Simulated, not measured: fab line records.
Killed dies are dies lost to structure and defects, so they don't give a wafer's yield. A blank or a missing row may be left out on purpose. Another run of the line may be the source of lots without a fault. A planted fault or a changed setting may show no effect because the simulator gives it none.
Matching of chambers -- flow nand-harc -- rie-diel-10 running NHARC_P_GATE_DESCUM_93: 4 sister chambers
The step chemistry O2, time 3 s. 4 wafers are shown with their chamber, then 8 later ones without.

WAFERS, EACH WITH ITS CHAMBER
wafer,chamber,drypump-motor-current-A (A)
L711.1,0,5.5
L711.5,2,6.1
L711.6,1,6.0
L715.1,3,5.6

WAFERS WHOSE CHAMBER IS MISSING
wafer,drypump-motor-current-A (A)
L715.2,6.1
L715.4,5.4
L716.3,6.0
L716.4,6.1
L716.5,6.1
L718.2,6.1
L718.3,5.6
L718.4,5.5

WHICH CHAMBER EACH WENT THROUGH
wafer,from the rows above,in truth
L715.2,2,2
L715.4,0,0
L716.3,1,1
L716.4,2,2
L716.5,2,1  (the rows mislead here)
L718.2,2,2
L718.3,3,3
L718.4,0,0
7 of 8 placed correctly. Can't be placed from these rows: 0. Number placed wrongly: 1.
How it was worked out, from the rows above alone: a wafer's distance from a chamber is the root of the sum, over the readings, of the square of ((its reading less the chamber's mean) divided by the reading's scatter). If the next closest chamber is less than 2 further off than the closest, the wafer can't be placed; otherwise it belongs to the closest. For every chamber, the mean is computed from those of its wafers that are shown. The scatter: with one shown wafer a chamber, the root of the mean of the squares of how far each hidden wafer lies from its nearest shown one.
